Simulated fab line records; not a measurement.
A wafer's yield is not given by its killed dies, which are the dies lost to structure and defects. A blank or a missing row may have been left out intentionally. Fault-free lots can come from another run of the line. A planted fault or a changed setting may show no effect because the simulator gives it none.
Matching of chambers -- flow nand_harc -- NHARC_A_STAIRCASE_TRIM_220 on rie_diel-08 has 4 sister chambers
The step chemistry O2, time 211.2 s. 7 wafers are shown with their chamber, then 8 later ones without.

## EACH WAFER AND ITS CHAMBER
wafer,chamber,showerhead_plenum_p_Torr (Torr),throttle_valve_pct (%)
L081.6,3,3.35,17.048
L082.3,1,3.52,17.042
L083.5,0,3.65,17.031
L088.1,2,3.30,17.035
L088.4,0,3.64,17.043
L088.5,1,3.51,17.044
L089.1,2,3.30,17.035

## WAFERS WHOSE CHAMBER IS MISSING
wafer,showerhead_plenum_p_Torr (Torr),throttle_valve_pct (%)
L089.2,3.34,17.044
L089.4,3.64,17.040
L092.1,3.51,17.036
L092.3,3.30,17.051
L092.5,3.33,17.043
L097.1,3.33,17.030
L097.2,3.30,17.030
L097.4,3.50,17.035

## CHAMBER TAKEN BY EACH
wafer,from the rows above,in truth
L089.2,3,3
L089.4,0,0
L092.1,1,1
L092.3,2,2
L092.5,can't be placed: 3 or 2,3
L097.1,can't be placed: 3 or 2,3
L097.2,2,2
L097.4,1,1
Correctly placed: 6 of 8. Not placeable from these rows: 2 (in 2, the candidates include the true chamber). Wrongly placed: 0.
How it was worked out, from the rows above alone: a wafer's distance from a chamber is the root of the sum, over the readings, of the square of ((its reading less the chamber's mean) divided by the reading's scatter). The wafer belongs to the nearest chamber; if the next one is less than 2 further off, it can't be placed. A chamber's mean is the mean of its shown wafers. The scatter is the square root of a quotient: the sum, over the shown wafers, of each reading's squared deviation from its chamber's mean, divided by wafers minus chambers.
